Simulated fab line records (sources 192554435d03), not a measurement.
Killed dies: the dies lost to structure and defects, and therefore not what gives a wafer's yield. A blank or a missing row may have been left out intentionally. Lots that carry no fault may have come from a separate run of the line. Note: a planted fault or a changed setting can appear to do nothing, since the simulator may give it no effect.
Comparing a struck lot with a sound one / flow n5 finfet / 15 steps out of a route of 1938
Sound: these wafers, L434.3, L434.4, L434.5. Struck: wafers L447.1, L447.2, L447.5. The cause is named last.
Each step with rows lists, per side, the tool, then ch with its chambers, then its first start. Under that, the readings that differ: sound wafers / struck wafers / difference of the means / sigmas: that difference in standard deviations of wafers without a fault.
alike: readings with means less than 2 such deviations apart, plus words and numbers identical on both sides. not compared: withheld readings, readings lacking a value on some wafer, bounds such as >300 that could conceal the same value, and numbers that have no deviation in the record and whose values overlap.
The two part at a step that has a row with sigmas, a row that says differs or no value, or rows on one side only. Non-overlapping numbers with no deviation appear without sigmas and do not part them. A reading that every wafer of one side lacks parts them only if that side has two wafers or more.

first, 1 step without rows for these wafers: N5_MOL_CONTACT_COAG_SRD_139 (time 30 s).
N5_MOL_CONTACT_COAG_CD_MEAS_101 targets a cd of 16 nm.
  sound on cd sem-03, day 6 06:47; struck on cd sem-02, day 9 06:48
  alike: cd nm
after that, 1 step had no rows for these wafers: N5_MOL_CONTACT_COAG_PRE_CLEAN_121.
N5_MOL_CONTACT_COAG_CVD_140: deposits W, target thk 66.5 nm, time 215 s.
  sound on cvd w-02 ch 0,1, day 6 06:59; struck on cvd w-01 ch 0,1, day 9 06:56
  alike: heater power w
then, 2 steps without rows for these wafers: N5_MOL_CONTACT_COAG_PRECLEAN_127 (cleans in DIW, time 57.5 s); N5_MOL_CONTACT_COAG_SRD_128 (dry time 32 s).
N5_MOL_CONTACT_COAG_CMP_52: polishes, stops on SiO2, t overpolish 1.5 s, target thk 66.5 nm.
  sound on cmp-01 ch 0,1, day 6 07:14; struck on cmp-01 ch 0,3, day 9 07:16
  alike: motor current A, overpolish run s, time to endpoint s
N5_MOL_CONTACT_COAG_THK_MEAS_53:
  sound on film metro-01, day 6 07:32; struck on film metro-02, day 9 07:33
  alike: VIA_MOL_THK
N5_MOL_CONTACT_COAG_ANNEAL_112: time 1800 s.
  sound on hp anneal-01 ch 0, day 6 10:08; struck on hp anneal-01 ch 0, day 9 07:35
  alike: spike tc centre C, wafer_temp_C_max, zone power upper pct
N5_MOL_CONTACT_COAG_INSPECT_97: inspects for defects (darkfield).
  sound on defect inspect-01, day 6 13:11; struck on defect inspect-02, day 9 10:36
  alike: raw defect count
N5_BEOL_M0_SAQP_PECVD_00: deposits SiCN from 3MS/NH3, target thk 8 nm, time 14 s.
  sound on pecvd-02 ch 0,2, day 6 13:30; struck on pecvd-04 ch 0,1,2, day 9 10:56
  alike: showerhead plenum p Torr, throttle valve pct
N5_BEOL_M0_SAQP_ILD_DEP_01: deposits SiOC from DEMS/O2, target thk 45.419 nm, time 8.7 s.
  sound on pecvd-02 ch 0,2, day 6 13:31; struck on pecvd-04 ch 0,1,2, day 9 10:58
  no value came back on the struck wafers for any of 5 readings (chamber pressure Torr (Torr), heater power outer w (W) and others); on the sound wafers chamber pressure Torr (Torr) reads 4.985 5.008 5.020
N5_BEOL_M0_SAQP_HM_DEP_02: deposits TiN, target thk 12 nm.
  sound on pvd sputter-01, day 6 14:51; struck on pvd sputter-01, day 9 11:36
  alike: chamber pressure pa, substrate temp c, throttle valve pct
N5_BEOL_M4_RC_MEAS_101:
  the record has rows for the sound wafers here (prober-01 ch 0, day 9 19:13) and none for the struck ones
-- record jumps: 8 days separate the struck wafers' starts on either side; left off in module BEOL_M4, taken up again in module PASSIVATION, whose first shown step is the route's number 1936 --
N5_PASSIVATION_PROBE_49:
  rows exist in the record for the struck wafers here (prober-01, day 17 08:07), but not for the sound ones

WHERE THEY PART
First at N5_BEOL_M0_SAQP_ILD_DEP_01; last, within this record, at N5_PASSIVATION_PROBE_49.

WHY: what the simulator had put in
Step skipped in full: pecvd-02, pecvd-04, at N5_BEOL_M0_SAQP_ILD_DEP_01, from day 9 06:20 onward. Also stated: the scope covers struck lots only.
